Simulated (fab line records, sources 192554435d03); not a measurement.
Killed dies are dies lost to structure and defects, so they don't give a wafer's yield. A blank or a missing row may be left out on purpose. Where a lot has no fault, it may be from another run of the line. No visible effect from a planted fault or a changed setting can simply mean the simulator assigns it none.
Lot-split experiment -- flow n5 finfet -- 7 lots, 21 wafers read, on a route of 1938 steps

THE SPLIT ITSELF
At N5_BEOL_M0_TRENCH_ETCH_107 (etches SiOC in C4F6/O2, target depth 32.8 nm, time 16.4 s), the setting target depth a was moved away from the recipe's 328 angstrom on 9 of the 21 wafers read, by -12.1% to +10.9%. For the rest of the wafers, this setting stayed at what the recipe calls for.

FROM THE SPLIT TO THE READING: what the file shows between them, 1 step
- N5_BEOL_M0_STRIP_142: strips in N2/H2, time 10 s

THE READING
trench depth nm, in nm, at N5_BEOL_M0_OCD_MEAS_108. Fault-free wafers of this fab line usually give 32.9 nm, standard deviation 0.71 nm.

wafer,"tool, chamber at the split","target depth a as run, angstrom",against the recipe,"trench depth nm, nm",against lot-mates on the recipe
L074.1,"rie diel-05, 3",328,recipe,31.6,-
L074.2,"rie diel-05, 0",297.1,-9.4%,29.2,-3.1
L074.4,"rie diel-05, 2",328,recipe,32.9,-
L077.1,"rie diel-06, 0",328,recipe,32.8,-
L077.5,"rie diel-06, 0",328,recipe,32.4,-
L077.6,"rie diel-06, 3",316.7,-3.4%,31.8,-0.8
L079.1,"rie diel-05, 1",328,recipe,32.8,-
L079.2,"rie diel-05, 3",328,recipe,32.1,-
L079.3,"rie diel-05, 2",363.7,+10.9%,36.5,+4.0
L080.1,"rie diel-05, 0",328,recipe,33.2,-
L080.4,"rie diel-05, 1",328,recipe,32.0,-
L080.6,"rie diel-05, 0",328,recipe,32.6,-
L084.2,"rie diel-06, 1",328,recipe,33.9,-
L084.3,"rie diel-06, 0",288.2,-12.1%,29.2,-4.7
L084.6,"rie diel-06, 0",288.2,-12.1%,29.2,-4.7
L090.2,"rie diel-04, 2",301.3,-8.1%,29.1,-4.9
L090.4,"rie diel-04, 1",301.3,-8.1%,31.0,-3.0
L090.5,"rie diel-04, 1",328,recipe,34.0,-
L092.1,"rie diel-05, 3,0",313.3,-4.5%,30.9,-1.2
L092.2,"rie diel-05, 1",328,recipe,32.1,-
L092.3,"rie diel-05, 3,0",313.3,-4.5%,31.7,-0.4
When a row names more than one chamber, that row covers several wafers, and the file does not tell which wafer ran in which chamber.

THE FIT
A straight line over all 21 wafers: trench depth nm changes by +0.321 nm for each +1% of target depth a; r = +0.93; the points scatter about the line by 0.68 nm.
The same after taking each lot's own level away (the mean of its wafers on the recipe; 21 wafers): +0.384 nm for each +1%; r = +0.96; scatter 0.63 nm.
The reading moves by 4.7 nm for the largest change in target depth a, on that fit.
From 32.10 to 34.00 nm: that is the span of the lots' own levels, equal to 2.7 times the standard deviation above.
So the lot-to-lot level changes the slope: the two fits differ.
Check: with one of the wafers moved furthest among these (-12.1%) left out of the fit, the line predicts -4.59 nm for it against its lot-mates. It came out at -4.7 nm against them.

THE WHOLE CHAIN: every reading that the file lists as answering this split, in the file's order
step,what it does,reading,change (the file's fit),r (the file's)
N5_BEOL_M0_TRENCH_ETCH_107,"etches SiOC in C4F6/O2, target depth 32.8 nm, time 16.4 s","BEOL_M0.feature depth nm (the simulator's own value, which no gauge read)",+0.351 nm for each +1% of the setting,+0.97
N5_BEOL_M0_OCD_MEAS_108,,trench depth nm,+0.373 nm for each +1% of the setting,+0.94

FILE'S OWN FIT
trench depth nm changes by +0.373 nm for each +1% of target depth a, r = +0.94.
